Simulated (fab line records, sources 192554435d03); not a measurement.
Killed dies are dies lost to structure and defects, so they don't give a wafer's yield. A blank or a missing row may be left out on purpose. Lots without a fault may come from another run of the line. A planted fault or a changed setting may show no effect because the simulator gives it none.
A struck lot beside a sound one | flow n5_finfet | 39 steps out of a route of 1938
Sound: wafers L211.4, L211.5. Struck: wafers L222.1, L222.2, L222.4. The cause comes at the end.
At each step with rows: each side's tool, then ch and its chambers, then its first start. Under that, the readings that differ: sound wafers | struck wafers | difference of the means | sigmas: that difference in standard deviations of wafers without a fault.
alike: readings whose means differ by less than 2 such deviations, and words and numbers that are the same on both sides. not compared: withheld readings, readings that some wafer has no value for, bounds like >300 that may hide the same value, and numbers for which the record gives no deviation and whose values overlap.
The two part at a step that has a row with sigmas, a row that says differs or no value, or rows on one side only. Numbers that don't overlap but have no deviation are shown without sigmas and don't part them. A reading that every wafer of one side lacks parts them only if that side has two wafers or more.

first, 9 steps without rows for these wafers: N5_MOL_CONTACT_COAG_PRE_CLEAN_121; N5_MOL_CONTACT_COAG_CVD_140 (deposits W, target thk 66.5 nm, time 215 s); N5_MOL_CONTACT_COAG_PRECLEAN_127 (cleans in DIW, time 57.5 s); N5_MOL_CONTACT_COAG_SRD_128 (dry time 32 s); N5_MOL_CONTACT_COAG_CMP_52 (polishes, stops on SiO2, t overpolish 1.5 s, target thk 66.5 nm); N5_MOL_CONTACT_COAG_ANNEAL_112 (time 1800 s); N5_BEOL_M0_SAQP_PECVD_00 (deposits SiCN from 3MS/NH3, target thk 8 nm, time 14 s); N5_BEOL_M0_SAQP_ILD_DEP_01 (deposits SiOC from DEMS/O2, target thk 45.419 nm, time 8.7 s); N5_BEOL_M0_SAQP_HM_DEP_02 (deposits TiN, target thk 12 nm).
N5_BEOL_M0_SAQP_PECVD_03: deposits SiCN from 3MS/NH3, target thk 12 nm, time 21.1 s.
  sound on pecvd-02 ch 1,2, day 6 07:31; struck on pecvd-02 ch 0,2, day 8 21:40
  reading                                         | sound     | struck         | difference | sigmas
  run_length_s (s)                                | 51.1 52.1 | 42.0 42.2 42.5 | -9.4       | -22
  model.SiCN_of_BEOL_M0_SAQP_PECVD_03.thk_nm (nm) | 12 12     | 6.8 6.8 6.8    | -5.2       |
  alike: showerhead_plenum_p_Torr, throttle_valve_pct
then, 25 steps without rows for these wafers: N5_BEOL_M0_SAQP_PECVD_96 (deposits a-Si from SiH4/He, target thk 45 nm, time 45.2 s); N5_BEOL_M0_SAQP_PECVD_97 (deposits SiNx from SiH4/NH3/N2, target thk 23 nm, time 19.9 s); N5_BEOL_M0_SAQP_PECVD_04 (deposits a-Si from SiH4/He, target thk 60 nm, time 60.2 s); N5_BEOL_M0_SAQP_HM_DEP_111 (deposits SiO2 from SiH4/N2O, target thk 12 nm, time 7.2 s); N5_BEOL_M0_SAQP_COAT_81 (time 60 s, resist thk 100 nm); N5_BEOL_M0_SAQP_COAT_82 (time 60 s, resist thk 30 nm); N5_BEOL_M0_SAQP_COAT_08 (resist thk 90 nm); N5_BEOL_M0_SAQP_EBR_10; N5_BEOL_M0_SAQP_SOFTBAKE_09 (time 60 s); N5_BEOL_M0_SAQP_EXPOSE_11 (exposes mask M0 CORE, target cd 42 nm); N5_BEOL_M0_SAQP_PEB_12 (peb time 60 s); N5_BEOL_M0_SAQP_DEVELOP_13 (develop time 30 s); N5_BEOL_M0_SAQP_DESCUM_19 (chemistry O2, time 7.9 s); N5_BEOL_M0_SAQP_ETCH_83 (etches SiARC in CF4, target depth 39 nm, time 65 s); N5_BEOL_M0_SAQP_ETCH_84 (etches SOC in N2/H2, target depth 100 nm, overetch 20 nm, time 150 s); N5_BEOL_M0_SAQP_STRIP_80 (strips in N2/H2); N5_BEOL_M0_SAQP_HM_OPEN_112 (chemistry CHF3/O2, target SiO2, stops on a-Si, target depth 12 nm, time 13.5 s); N5_BEOL_M0_SAQP_STRIP_113 (strips in CHF3/O2); N5_BEOL_M0_SAQP_MANDREL_ETCH_20 (etches a-Si in HBr/Cl2, stops on SiNx, target depth 60 nm, bt time 10 s, time 30 s); N5_BEOL_M0_SAQP_STRIP_86 (strips in N2/H2); N5_BEOL_M0_SAQP_STRIP_115 (strips in post etch residue remover, time 60 s); N5_BEOL_M0_SAQP_SRD_93 (time 30 s); N5_BEOL_M0_SAQP_RECESS_114 (chemistry HF/NH3, target SiO2, target depth 14.4 nm, afs cycles 3, sublimation time 60 s); N5_BEOL_M0_SAQP_SPACER1_ALD_98 (deposits SiO2, target thk 12.8 nm, pulse time 1 s, purge time 2 s); N5_BEOL_M0_SAQP_SPACER1_ETCHBACK_99 (etches SiO2 in CHF3/O2, target depth 15.4 nm, time 7.7 s).
N5_BEOL_M0_SAQP_RECESS_109: chemistry HF/NH3, target SiO2, target depth 3 nm, afs cycles 1, sublimation time 60 s.
  sound on vapor_etch-02 ch 0,1, day 6 11:05; struck on vapor_etch-02 ch 0,1, day 9 01:22
  reading                                         | sound   | struck      | difference | sigmas
  model.SiCN_of_BEOL_M0_SAQP_PECVD_03.thk_nm (nm) | 8.6 8.6 | 3.2 3.2 3.2 | -5.4       |
  alike: drypump_motor_current_A, foreline_p_Torr
N5_BEOL_M0_ETCH_138: etches SiCN in CH3F/O2, target depth 12 nm, time 31.6 s.
  sound on rie_diel-06 ch 0,1, day 6 13:55; struck on rie_diel-05 ch 2,3, day 9 04:26
  reading                         | sound       | struck            | difference | sigmas
  rf_vpp_V (V)                    | 296.5 297.1 | 300.0 300.3 298.9 | +2.9       | +2
  showerhead_plenum_p_Torr (Torr) | 1.99 2.02   | 2.12 2.11 2.12    | +0.11      | +2
  model.etch.depth_nm (nm)        | 8.535 8.529 | 9.231 9.231 9.231 | +0.699     |
  alike: drypump_motor_current_A, etch_rf_on_time_s, mfc_ar_sccm, oes_product_au, throttle_valve_pct
  not compared: rf_hours_counter_h
N5_BEOL_M0_ETCH_128: etches SiCN in CF4/N2, target depth 12 nm, overetch 5.1 nm, time 21.4 s.
  sound on rie_diel-06 ch 0,1, day 6 14:49; struck on rie_diel-04 ch 0,2,3, day 9 05:12
  reading                  | sound       | struck            | difference | sigmas
  model.etch.depth_nm (nm) | 8.535 8.529 | 3.299 3.295 3.248 | -5.251     |
  alike: drypump_motor_current_A, mfc_ar_sccm, oes_product_au, rf_vpp_V, showerhead_plenum_p_Torr, throttle_valve_pct
  not compared: rf_hours_counter_h
N5_BEOL_M4_RC_MEAS_101:
  sound on prober-01 ch 0, day 8 13:37; struck on prober-02 ch 0, day 11 04:43
  reading   | sound     | struck         | difference | sigmas
  VT_P (mV) | -253 -256 | -251 -248 -244 | +7         | +2
  alike: DIBL_N, DIBL_P, IOFF_N, IOFF_P, ION_N, ION_P, SS_N, SS_P, VT_N

WHERE THEY PART
First at N5_BEOL_M0_SAQP_PECVD_03; last, within this record, at N5_BEOL_M4_RC_MEAS_101.

WHY: what the simulator had put in
Process parameter drift: pecvd-02, from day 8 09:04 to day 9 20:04, at N5_BEOL_M0_SAQP_PECVD_03. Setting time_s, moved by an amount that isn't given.
